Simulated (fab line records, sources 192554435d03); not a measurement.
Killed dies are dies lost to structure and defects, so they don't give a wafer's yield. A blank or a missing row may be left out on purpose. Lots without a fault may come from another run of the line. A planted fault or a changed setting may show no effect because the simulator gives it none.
Which tool did it? | flow n5_finfet | 8 lots, 24 wafers sampled, at 1 step of a route of 1938

WHAT THE GAUGES READ, wafer by wafer
N5_BEOL_M4_RC_MEAS_101.
lot  | measured     | on        | DIBL_N (mV/V)
L076 | day 9 13:21  | prober-01 | 33.6 34.8 35.2
L080 | day 9 20:11  | prober-01 | 37.5 34.9 35.0
L082 | day 10 01:23 | prober-02 | 35.7 35.9 35.4
L084 | day 11 09:05 | prober-01 | 34.4 31.1 35.0
L087 | day 12 11:49 | prober-01 | 34.1 36.7 35.3
L090 | day 12 17:50 | prober-02 | 35.9 38.4 35.4
L091 | day 13 10:35 | prober-02 | 35.0 37.1 35.3
L096 | day 14 10:01 | prober-01 | 37.0 36.2 34.6

WHICH TOOL RAN EACH LOT (tool, then ch and the chambers of the sampled wafers, then the start)
The record holds no process step before these readings.

THE ANSWER, worked out from the rows above alone
Rule: what is usual is taken from the lots themselves. Put in order of their means at a reading, lots are off if they are a third of the lots or fewer, leave a main group of 4 or more, and stand apart from it by a gap of 3 or more times the standard deviation of the main group's means; of several such gaps the widest counts. A main group whose means are all the same, to the digits that the tables above print for the reading, isn't used. A lot without any number at a reading at which 4 lots or more have one is off too. The other lots that the step has rows for count as sound.
No lot is off at any reading shown: from this, nothing can be told.

WHAT THE SIMULATOR HAD PUT IN
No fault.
